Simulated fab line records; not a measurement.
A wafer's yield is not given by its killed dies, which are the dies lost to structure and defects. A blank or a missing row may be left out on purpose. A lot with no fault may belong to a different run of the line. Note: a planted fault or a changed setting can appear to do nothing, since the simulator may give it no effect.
fab line records + flow n5Finfet
[record]
- lots = 7
- wafers = 21
route steps=1938 shown BEOL_M9@1446 BEOL_M14@1743 BEOL_M15@1827 TV_OPEN@1887 PAD_METAL@1895
startH: hours from the record's first day to the start of the lot's first wafer shown + waitH: hours elapsed since this lot's preceding step + " the same as in the row above + L1.1+2: one row covering several wafers at once + - either no value or no given start + * or withheld: withheld + < > ~ a bound
route shown NAME@n: names a module that has steps shown in the file, with the first one's number in the route + usual: mean/standard deviation taken from wafers without a fault + same: alike in all rows + chamber/n: place in a boat + sites: per-site readings + _std_site: standard deviation across them + _edge_site: mean of outer sites minus mean of inner sites + radiusMm: for every site, how far away it sits from the centre of the wafer + mask NAME#n: copy n + behind: the most recent tool/chamber to have shaped the wafer + hold: what put the lot on hold/how long, in hours/how the hold closed + device: transistor that didn't switch, given as n, p or np + end of line: at the end of the route, the tests of the same wafers + a step without rows: its recipe alone + killed: the dies lost at the first sort to structure and to defects; this is not the yield of the wafer + map: a wafer's dies, x killed, . not, _ none there
set.NAME: the run value of the setting; set.NAME@STEP: its run value at that earlier step + model.NAME: the simulator's own value behind a step, which no gauge read
lots where settings were altered on purpose, with a table for each step and a row for each wafer
[[steps]]
[step N5_BEOL_M9_TRENCH_ETCH_37]
[recipe]
- chemistry = C4F6/O2
- targetDepthA = 1514.3
- target = SiCOH_lowk
- timeS = 49
- ionEnergyEv = 250
- pressureMtorr = 30
- sourceW = 345
- biasW = 185
- Ar_flow_sccm = 300
- C4F6_flow_sccm = 10
- O2_flow_sccm = 10
| lot.wafer | tool       | chamber | startH | waitH | set.timeS | model.etch.depthNm | model.BEOL_M9.featureDepthNm |
|-----------|------------|---------|--------|-------|-----------|--------------------|------------------------------|
| L080.1    | rieDiel-06 | 1       | -      | -     | 58.15     | 178.5              | 178.4                        |
| L080.2    | "          | 3       | "      | "     | 58.15     | 175.2              | 175.2                        |
| L080.4    | "          | 2       | "      | "     | 49        | 149.8              | 149.8                        |
| L084.2    | rieDiel-04 | 0       | -      | -     | 56.74     | 175.1              | 175.2                        |
| L084.4    | "          | 1       | "      | "     | 56.74     | 165.1              | 165                          |
| L084.5    | "          | 3       | "      | "     | 49        | 152.9              | 152.8                        |
| L085.2    | rieDiel-04 | 0       | -      | -     | 49        | 149.3              | 149.2                        |
| L085.5    | "          | 1       | "      | "     | 49        | 142                | 142                          |
| L085.6    | "          | 2       | "      | "     | 49        | 153.7              | 153.6                        |
| L090.2    | rieDiel-04 | 1       | -      | -     | 49        | 144.1              | 144.2                        |
| L090.4    | "          | 0       | "      | "     | 49        | 151                | 151                          |
| L090.5    | "          | 0       | "      | "     | 49        | 151.5              | 151.4                        |
| L093.1    | rieDiel-03 | 3       | -      | -     | 41.8      | 129.3              | 129.4                        |
| L093.3    | "          | 1       | "      | "     | 49        | 153.6              | 153.6                        |
| L093.6    | "          | 3       | "      | "     | 41.8      | 129                | 129                          |
| L094.1    | rieDiel-03 | 0       | -      | -     | 49        | 149.9              | 150                          |
| L094.4    | "          | 2       | "      | "     | 49        | 151.7              | 151.6                        |
| L094.5    | "          | 2       | "      | "     | 49        | 151.3              | 151.4                        |
| L095.1    | rieDiel-03 | 3       | -      | -     | 45.67     | 141.9              | 141.8                        |
| L095.2    | "          | 0       | "      | "     | 45.67     | 141.6              | 141.6                        |
| L095.4    | "          | 1       | "      | "     | 49        | 153.1              | 153.2                        |
[step N5_BEOL_M9_ETCH_41]
[recipe]
- chemistry = CH3F/O2
- target = SiCN
- targetDepthA = 366
- taperDeg = 2
- timeS = 70.1
- ionEnergyEv = 120
- maskMaterial = TiN
- pressureMtorr = 30
- sourceW = 395
- biasW = 75
- Ar_flow_sccm = 150
- CH3F_flow_sccm = 30
- O2_flow_sccm = 20
[step N5_BEOL_M9_STRIP_80]
[recipe]
- chemistry = N2/H2
- timeS = 10
- powerW = 450
- tempC = 40
- pressureMtorr = 20
- rfFrequencyHz = 6e+07
- biasPowerW = 7
- n2FlowSccm = 200
- h2FlowSccm = 200
[step N5_BEOL_M9_OCD_MEAS_38]
[usual]
- trenchDepthNm = 151.3/3
| lot.wafer | tool   | chamber | startH | waitH | set.timeS@BEOL_M9_TRENCH_ETCH_37 | trenchDepthNm |
|-----------|--------|---------|--------|-------|----------------------------------|---------------|
| L080.1    | ocd-02 | -       | 249.23 | -     | 58.15                            | 177.9         |
| L080.2    | "      | -       | "      | "     | 58.15                            | 175.2         |
| L080.4    | "      | -       | "      | "     | 49                               | 150.2         |
| L084.2    | ocd-02 | -       | 274.84 | -     | 56.74                            | 175.2         |
| L084.4    | "      | -       | "      | "     | 56.74                            | 164.9         |
| L084.5    | "      | -       | "      | "     | 49                               | 152.5         |
| L085.2    | ocd-02 | -       | 283.63 | -     | 49                               | 148.7         |
| L085.5    | "      | -       | "      | "     | 49                               | 142.4         |
| L085.6    | "      | -       | "      | "     | 49                               | 153.5         |
| L090.2    | ocd-02 | -       | 320.39 | -     | 49                               | 144.2         |
| L090.4    | "      | -       | "      | "     | 49                               | 150.9         |
| L090.5    | "      | -       | "      | "     | 49                               | 151.4         |
| L093.1    | ocd-01 | -       | 335.22 | -     | 41.8                             | 129.4         |
| L093.3    | "      | -       | "      | "     | 49                               | 153.8         |
| L093.6    | "      | -       | "      | "     | 41.8                             | 129.1         |
| L094.1    | ocd-02 | -       | 335.87 | -     | 49                               | 149.7         |
| L094.4    | "      | -       | "      | "     | 49                               | 151.7         |
| L094.5    | "      | -       | "      | "     | 49                               | 151.5         |
| L095.1    | ocd-01 | -       | 345.02 | -     | 45.67                            | 141.7         |
| L095.2    | "      | -       | "      | "     | 45.67                            | 141.1         |
| L095.4    | "      | -       | "      | "     | 49                               | 152.5         |
[step N5_BEOL_M9_HM_STRIP_39]
[recipe]
- chemistry = peroxideTinStrip
- material = TiN
- targetDepthA = 250
- tempC = 50
- timeS = 158
[step N5_BEOL_M9_SRD_40]
[recipe]
- timeS = 30
- tempC = 23
- rinseLiquid = diw
- dry = ipaMarangoni
[step N5_BEOL_M9_ECD_50]
[recipe]
- material = Cu
- targetThkA = 3180
[step N5_BEOL_M9_ANNEAL_51]
[recipe]
- tempC = 225
- timeS = 90
- ambient = N2
[step N5_BEOL_M9_CMP_52]
[recipe]
- stopOn = SiCOH_lowk
- tOverpolishS = 7
- downForcePsi = 1
- platenRpm = 50
- clearingPlatenDownForcePsi = 1.5
- clearingPlatenRpm = 50
- postCmpClean = cuAlkaline
- targetThkNm = 140
- clearingPlatenPadVelocityMS = 0.99484
- padVelocityMS = 0.99484
| lot.wafer | tool   | chamber | startH | waitH | set.timeS@BEOL_M9_TRENCH_ETCH_37 | model.Cu_of_BEOL_M9_ECD_50.thkNm |
|-----------|--------|---------|--------|-------|----------------------------------|----------------------------------|
| L080.2    | cmp-01 | 0       | 251.34 | 0.2   | 58.15                            | 164                              |
| L080.4    | "      | 2       | "      | "     | 49                               | 137                              |
| L080.1    | "      | 3       | "      | "     | 58.15                            | 166.8                            |
| L084.2    | cmp-02 | 0       | 278.13 | 0.3   | 56.74                            | 162.2                            |
| L084.4    | "      | 1       | "      | "     | 56.74                            | 153                              |
| L084.5    | "      | 3       | "      | "     | 49                               | 139.4                            |
| L085.2    | cmp-01 | 1       | 287.88 | 0.3   | 49                               | 138.4                            |
| L085.6    | "      | 3       | "      | "     | 49                               | 144                              |
| L085.5    | "      | 0       | "      | "     | 49                               | 133                              |
| L090.4    | cmp-01 | 3       | 322.31 | 0.1   | 49                               | 142.2                            |
| L090.2    | "      | 1       | "      | "     | 49                               | 134                              |
| L090.5    | "      | 0       | "      | "     | 49                               | 143.2                            |
| L093.3    | cmp-01 | 2       | 337.24 | 0.2   | 49                               | 142.8                            |
| L093.1    | "      | 3       | "      | "     | 41.8                             | 119.2                            |
| L093.6    | "      | 0       | "      | "     | 41.8                             | 120.4                            |
| L094.4    | cmp-01 | 3       | 338.43 | 0.1   | 49                               | 140.4                            |
| L094.1    | "      | 2       | "      | "     | 49                               | 138.6                            |
| L094.5    | "      | 0       | "      | "     | 49                               | 140.8                            |
| L095.1    | cmp-02 | 2       | 347.54 | 0.3   | 45.67                            | 131.8                            |
| L095.2    | "      | 3       | "      | "     | 45.67                            | 128.4                            |
| L095.4    | "      | 0       | "      | "     | 49                               | 140.2                            |
[step N5_BEOL_M9_THK_MEAS_53]
[recipe]
- thkMeasGauge = xrf
- reads = Cu_of_BEOL_M9_ECD_50
[usual]
- M9_THK = 141/3.2
| lot.wafer | tool         | chamber | startH | waitH | set.timeS@BEOL_M9_TRENCH_ETCH_37 | M9_THK[nm] |
|-----------|--------------|---------|--------|-------|----------------------------------|------------|
| L080.1    | filmMetro-02 | -       | 251.64 | -     | 58.15                            | 171        |
| L080.2    | "            | -       | "      | "     | 58.15                            | 168        |
| L080.4    | "            | -       | "      | "     | 49                               | 140        |
| L084.2    | filmMetro-01 | -       | 278.35 | -     | 56.74                            | 164        |
| L084.4    | "            | -       | "      | "     | 56.74                            | 155        |
| L084.5    | "            | -       | "      | "     | 49                               | 141        |
| L085.2    | filmMetro-01 | -       | 288.10 | -     | 49                               | 140        |
| L085.5    | "            | -       | "      | "     | 49                               | 133        |
| L085.6    | "            | -       | "      | "     | 49                               | 145        |
| L090.2    | filmMetro-02 | -       | 322.61 | -     | 49                               | 137        |
| L090.4    | "            | -       | "      | "     | 49                               | 145        |
| L090.5    | "            | -       | "      | "     | 49                               | 146        |
| L093.1    | filmMetro-02 | -       | 337.46 | -     | 41.8                             | 121        |
| L093.3    | "            | -       | "      | "     | 49                               | 145        |
| L093.6    | "            | -       | "      | "     | 41.8                             | 122        |
| L094.1    | filmMetro-01 | -       | 338.73 | -     | 49                               | 139        |
| L094.4    | "            | -       | "      | "     | 49                               | 142        |
| L094.5    | "            | -       | "      | "     | 49                               | 142        |
| L095.1    | filmMetro-02 | -       | 347.83 | -     | 45.67                            | 133        |
| L095.2    | "            | -       | "      | "     | 45.67                            | 129        |
| L095.4    | "            | -       | "      | "     | 49                               | 141        |
[step N5_BEOL_M9_PRE_CLEAN_55]
[recipe]
- gas = NH3
- timeS = 15
- tempC = withheld
- rfPowerW = 300
[step N5_BEOL_M9_DEP_56]
[recipe]
- material = SiCN
- targetThkA = 150
- tempC = withheld
- precursor = 3MS/NH3
- pressureTorr = 3
- rfW = 202
- timeS = 26.5
[step N5_BEOL_M9_RS_MEAS_57]
[recipe]
- thkMeasGauge = four-point-probe
- reads = Cu_of_BEOL_M9_ECD_50+Co_of_BEOL_M9_CVD_78+TaN_of_BEOL_M9_ALD_74
[usual]
- M9_RS = 0.151/0.0037
| lot.wafer | tool         | chamber | startH | waitH | set.timeS@BEOL_M9_TRENCH_ETCH_37 | M9_RS[ohm/sq] |
|-----------|--------------|---------|--------|-------|----------------------------------|---------------|
| L080.1    | filmMetro-02 | -       | 251.77 | 0.1   | 58.15                            | 0.125         |
| L080.2    | "            | -       | "      | "     | 58.15                            | 0.127         |
| L080.4    | "            | -       | "      | "     | 49                               | 0.155         |
| L084.2    | filmMetro-02 | -       | 278.49 | 0.1   | 56.74                            | 0.128         |
| L084.4    | "            | -       | "      | "     | 56.74                            | 0.137         |
| L084.5    | "            | -       | "      | "     | 49                               | 0.152         |
| L085.2    | filmMetro-01 | -       | 288.24 | 0.1   | 49                               | 0.153         |
| L085.5    | "            | -       | "      | "     | 49                               | 0.160         |
| L085.6    | "            | -       | "      | "     | 49                               | 0.146         |
| L090.2    | filmMetro-02 | -       | 322.75 | 0.1   | 49                               | 0.158         |
| L090.4    | "            | -       | "      | "     | 49                               | 0.149         |
| L090.5    | "            | -       | "      | "     | 49                               | 0.147         |
| L093.1    | filmMetro-02 | -       | 337.60 | 0.1   | 41.8                             | 0.180         |
| L093.3    | "            | -       | "      | "     | 49                               | 0.148         |
| L093.6    | "            | -       | "      | "     | 41.8                             | 0.178         |
| L094.1    | filmMetro-01 | -       | 338.86 | 0.1   | 49                               | 0.153         |
| L094.4    | "            | -       | "      | "     | 49                               | 0.151         |
| L094.5    | "            | -       | "      | "     | 49                               | 0.150         |
| L095.1    | filmMetro-02 | -       | 348.00 | 0.1   | 45.67                            | 0.162         |
| L095.2    | "            | -       | "      | "     | 45.67                            | 0.166         |
| L095.4    | "            | -       | "      | "     | 49                               | 0.151         |
[step N5_BEOL_M14_PEB_26]
[recipe]
- pebTempC = 130
- pebTimeS = 90
| lot.wafer  | tool          | chamber | startH | waitH | set.pebTempC |
|------------|---------------|---------|--------|-------|--------------|
| L080.1+2+4 | lithoTrack-05 | 0       | 279.67 | 0.1   | 130          |
| L084.2+4+5 | lithoTrack-03 | 0       | 318.49 | 0.0   | 130          |
| L085.2+5+6 | lithoTrack-03 | 0       | 320.37 | 0.0   | 130          |
| L090.2+4+5 | lithoTrack-03 | 0       | 351.22 | 0.0   | 130          |
| L094.1+4+5 | lithoTrack-02 | 0       | 367.97 | 0.1   | 130          |
| L093.1+3   | lithoTrack-05 | 0       | 375.16 | 0.1   | 130          |
| L093.6     | "             | 0       | "      | "     | 131.3        |
| L095.1     | lithoTrack-05 | 0       | 376.40 | 0.1   | 126.7        |
| L095.2+4   | "             | 0       | "      | "     | 130          |
[step N5_BEOL_M14_DEVELOP_27]
[recipe]
- developTimeS = 45
- rinseLiquid = diw
- dry = airSpin
- devTempC = 21
| lot.wafer  | tool          | chamber | startH | waitH | set.developTimeS |
|------------|---------------|---------|--------|-------|------------------|
| L080.1     | lithoTrack-05 | 0       | -      | -     | 45               |
| L080.2+4   | "             | 0       | "      | "     | 41.44            |
| L084.2+4   | lithoTrack-03 | 0       | -      | -     | 45               |
| L084.5     | "             | 0       | "      | "     | 39.27            |
| L085.2+5+6 | lithoTrack-03 | 0       | -      | -     | 45               |
| L090.2+4   | lithoTrack-03 | 0       | -      | -     | 45               |
| L090.5     | "             | 0       | "      | "     | 35.05            |
| L094.1+4+5 | lithoTrack-02 | 0       | -      | -     | 45               |
| L093.1+3+6 | lithoTrack-05 | 0       | -      | -     | 45               |
| L095.1+2+4 | lithoTrack-05 | 0       | -      | -     | 45               |
[step N5_BEOL_M14_HARDBAKE_32]
[recipe]
- tempC = 130
- timeS = 120
[step N5_BEOL_M14_CD_MEAS_28]
[recipe]
- targetCdNm = 284.4
- landingEnergyEv = 500
- detector = seInlens
[usual]
- cdNm = 282.9/2.5
| lot.wafer | tool     | chamber | startH | waitH | set.pebTempC@BEOL_M14_PEB_26 | cdNm  |
|-----------|----------|---------|--------|-------|------------------------------|-------|
| L080.1    | cdSem-03 | 0       | 279.78 | -     | 130                          | 283.0 |
| L080.2    | "        | 0       | "      | "     | 130                          | 283.9 |
| L080.4    | "        | 0       | "      | "     | 130                          | 279.6 |
| L084.2    | cdSem-02 | 0       | 318.61 | -     | 130                          | 283.2 |
| L084.4    | "        | 0       | "      | "     | 130                          | 286.5 |
| L084.5    | "        | 0       | "      | "     | 130                          | 279.7 |
| L085.2    | cdSem-03 | 0       | 320.48 | -     | 130                          | 281.7 |
| L085.5    | "        | 0       | "      | "     | 130                          | 281.0 |
| L085.6    | "        | 0       | "      | "     | 130                          | 281.0 |
| L090.2    | cdSem-03 | 0       | 351.34 | -     | 130                          | 281.0 |
| L090.4    | "        | 0       | "      | "     | 130                          | 283.2 |
| L090.5    | "        | 0       | "      | "     | 130                          | 281.8 |
| L094.1    | cdSem-02 | 0       | 368.08 | -     | 130                          | 282.3 |
| L094.4    | "        | 0       | "      | "     | 130                          | 284.7 |
| L094.5    | "        | 0       | "      | "     | 130                          | 282.1 |
| L093.1    | cdSem-03 | 0       | 375.27 | -     | 130                          | 284.1 |
| L093.3    | "        | 0       | "      | "     | 130                          | 279.6 |
| L093.6    | "        | 0       | "      | "     | 131.3                        | 284.4 |
| L095.1    | cdSem-03 | 0       | 376.52 | -     | 126.7                        | 267.6 |
| L095.2    | "        | 0       | "      | "     | 130                          | 288.8 |
| L095.4    | "        | 0       | "      | "     | 130                          | 284.3 |
[step N5_BEOL_M15_DEP_53]
[recipe]
- material = SiCN
- targetThkA = 500
- tempC = withheld
- precursor = 3MS/NH3
- pressureTorr = 3
- rfW = 675
- timeS = 17.8
| lot.wafer | tool     | chamber | startH | waitH | set.timeS | model.SiCN_of_BEOL_M15_DEP_53.thkNm |
|-----------|----------|---------|--------|-------|-----------|-------------------------------------|
| L080.1    | pecvd-02 | 2       | 290.40 | 0.0   | 17.8      | 49.6                                |
| L080.2    | "        | 0       | "      | "     | 17.8      | 49.8                                |
| L080.4    | "        | 1       | "      | "     | 17.8      | 52.2                                |
| L084.2    | pecvd-04 | 1       | 327.31 | 0.0   | 17.8      | 48.8                                |
| L084.4    | "        | 0       | "      | "     | 15.76     | 43.4                                |
| L084.5    | "        | 2       | "      | "     | 17.8      | 49                                  |
| L085.2    | pecvd-04 | 2       | 328.36 | 0.0   | 17.8      | 49.4                                |
| L085.5    | "        | 2       | "      | "     | 17.8      | 50.2                                |
| L085.6    | "        | 1       | "      | "     | 17.8      | 50.6                                |
| L090.2    | pecvd-02 | 2       | 361.43 | 0.0   | 16.16     | 44.6                                |
| L090.4    | "        | 0       | "      | "     | 16.16     | 46.6                                |
| L090.5    | "        | 1       | "      | "     | 16.16     | 46.4                                |
| L094.1    | pecvd-02 | 0       | 379.15 | 0.0   | 15.66     | 44.8                                |
| L094.4    | "        | 2       | "      | "     | 17.8      | 50                                  |
| L094.5    | "        | 0       | "      | "     | 17.8      | 51.4                                |
| L095.1    | pecvd-03 | 2       | 384.35 | 0.0   | 16.19     | 45.6                                |
| L095.2    | "        | 1       | "      | "     | 17.8      | 49.4                                |
| L095.4    | "        | 2       | "      | "     | 16.19     | 46.8                                |
| L093.1+3  | pecvd-03 | 2,0     | 403.60 | 0.0   | 17.8      | 50.2                                |
| L093.6    | "        | 2       | "      | "     | 17.8      | 51                                  |
[step N5_PASSIVATION_PASS_ETCH_74]
[recipe]
- chemistry = CF4/O2
- target = SiNx
- targetDepthA = 2200
- timeS = 110
- ionEnergyEv = 100
- pressureMtorr = 40
- sourceW = 535
- biasW = 49
- Ar_flow_sccm = 100
- cf4FlowSccm = 100
- O2_flow_sccm = 10
[usual]
- rfVppV = 239/6.5
| lot.wafer | tool       | chamber | startH | waitH | set.sourceW | rfVppV | model.etch.depthNm |
|-----------|------------|---------|--------|-------|-------------|--------|--------------------|
| L080.1    | rieDiel-04 | 1       | 295.54 | 0.0   | 535         | 242    | 201.2              |
| L080.2    | "          | 0       | "      | "     | 497         | 249    | 205.1              |
| L080.4    | "          | 3       | "      | "     | 535         | 236    | 221.7              |
| L085.2    | rieDiel-04 | 2       | 335.58 | 0.0   | 535         | 254    | 214.2              |
| L085.5    | "          | 2       | "      | "     | 535         | 257    | 216.6              |
| L085.6    | "          | 1       | "      | "     | 535         | 242    | 200                |
| L084.2    | rieDiel-03 | 2       | 335.90 | 0.0   | 535         | 233    | 224.4              |
| L084.4    | "          | 0       | "      | "     | 480.9       | 248    | 209.9              |
| L084.5    | "          | 1       | "      | "     | 480.9       | 250    | 209.6              |
| L090.2    | rieDiel-04 | 3       | 368.51 | 0.0   | 535         | 236    | 221.3              |
| L090.4    | "          | 0       | "      | "     | 535         | 238    | 220.3              |
| L090.5    | "          | 0       | "      | "     | 535         | 238    | 219.3              |
| L094.1    | rieDiel-03 | 0       | 388.17 | 0.0   | 608.7       | 220    | 256.9              |
| L094.4    | "          | 3       | "      | "     | 535         | 239    | 216.9              |
| L094.5    | "          | 2       | "      | "     | 535         | 235    | 224.3              |
| L095.1    | rieDiel-06 | 1       | 394.00 | 0.0   | 535         | 238    | 221.4              |
| L095.2    | "          | 3       | "      | "     | 466.8       | 245    | 194.9              |
| L095.4    | "          | 0       | "      | "     | 466.8       | 259    | 201.5              |
| L093.1    | rieDiel-03 | 1       | 413.46 | 0.0   | 473.6       | 257    | 205.8              |
| L093.3    | "          | 0       | "      | "     | 535         | 235    | 225.7              |
| L093.6    | "          | 0       | "      | "     | 473.6       | 250    | 203.9              |
[step N5_PASSIVATION_SPUTTER_20]
[recipe]
- material = TaN
- targetThkA = 500
- tempC = 25
- chamberPressurePa = 0.4
| lot.wafer | tool          | chamber | startH | waitH | set.targetThkA | model.TaN_of_PASSIVATION_SPUTTER_20.thkNm |
|-----------|---------------|---------|--------|-------|----------------|-------------------------------------------|
| L080.1    | pvdSputter-01 | -       | 299.42 | 0.0   | 500            | 52.4                                      |
| L080.2    | "             | -       | "      | "     | 500            | 50.4                                      |
| L080.4    | "             | -       | "      | "     | 463.7          | 46.4                                      |
| L085.2    | pvdSputter-01 | -       | 336.37 | 0.0   | 500            | 50.8                                      |
| L085.5    | "             | -       | "      | "     | 500            | 49.6                                      |
| L085.6    | "             | -       | "      | "     | 500            | 49.8                                      |
| L084.2+4  | pvdSputter-01 | -       | 336.99 | 0.0   | 526            | 52.2                                      |
| L084.5    | "             | -       | "      | "     | 500            | 49.6                                      |
| L090.2    | pvdSputter-03 | -       | 369.10 | 0.0   | 547.7          | 52.8                                      |
| L090.4+5  | "             | -       | "      | "     | 500            | 48.8                                      |
| L094.1+5  | pvdSputter-03 | -       | 388.83 | 0.0   | 500            | 49.4                                      |
| L094.4    | "             | -       | "      | "     | 449.6          | 44.6                                      |
| L095.1    | pvdSputter-03 | -       | 394.65 | 0.0   | 500            | 50.2                                      |
| L095.2    | "             | -       | "      | "     | 500            | 50.4                                      |
| L095.4    | "             | -       | "      | "     | 500            | 49.8                                      |
| L093.1    | pvdSputter-01 | -       | 414.92 | 0.0   | 500            | 51.8                                      |
| L093.3    | "             | -       | "      | "     | 500            | 49.6                                      |
| L093.6    | "             | -       | "      | "     | 500            | 51.6                                      |
[[key]]
[split]
- step = N5_BEOL_M9_TRENCH_ETCH_37
- setting = timeS
- stated = 49
- by = wafer
[response]
- step = N5_BEOL_M9_TRENCH_ETCH_37
- reading = model.etch.depthNm
- change = +1.41
- per = 1%
- r = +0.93
[response]
- step = N5_BEOL_M9_TRENCH_ETCH_37
- reading = model.BEOL_M9.featureDepthNm
- change = +1.41
- per = 1%
- r = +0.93
[response]
- step = N5_BEOL_M9_OCD_MEAS_38
- reading = trenchDepthNm
- change = +1.4
- per = 1%
- r = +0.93
[response]
- step = N5_BEOL_M9_CMP_52
- reading = model.Cu_of_BEOL_M9_ECD_50.thkNm
- change = +1.42
- per = 1%
- r = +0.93
[response]
- step = N5_BEOL_M9_THK_MEAS_53
- reading = M9_THK
- change = +1.45
- per = 1%
- r = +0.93
[response]
- step = N5_BEOL_M9_RS_MEAS_57
- reading = M9_RS
- change = -0.00161
- per = 1%
- r = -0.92
[split]
- step = N5_BEOL_M14_PEB_26
- setting = pebTempC
- stated = 130
- by = wafer
[response]
- step = N5_BEOL_M14_CD_MEAS_28
- reading = cdNm
- change = +6.81
- per = 1%
- r = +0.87
[split]
- step = N5_BEOL_M14_DEVELOP_27
- setting = developTimeS
- stated = 45
- by = wafer
response none clear
[split]
- step = N5_BEOL_M15_DEP_53
- setting = timeS
- stated = 17.8
- by = wafer
[response]
- step = N5_BEOL_M15_DEP_53
- reading = model.SiCN_of_BEOL_M15_DEP_53.thkNm
- change = +0.455
- per = 1%
- r = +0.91
[split]
- step = N5_PASSIVATION_PASS_ETCH_74
- setting = sourceW
- stated = 535
- by = wafer
[response]
- step = N5_PASSIVATION_PASS_ETCH_74
- reading = rfVppV
- change = -1.35
- per = 1%
- r = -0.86
[response]
- step = N5_PASSIVATION_PASS_ETCH_74
- reading = model.etch.depthNm
- change = +1.93
- per = 1%
- r = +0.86
[split]
- step = N5_PASSIVATION_SPUTTER_20
- setting = targetThkA
- stated = 500
- by = wafer
[response]
- step = N5_PASSIVATION_SPUTTER_20
- reading = model.TaN_of_PASSIVATION_SPUTTER_20.thkNm
- change = +0.501
- per = 1%
- r = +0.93
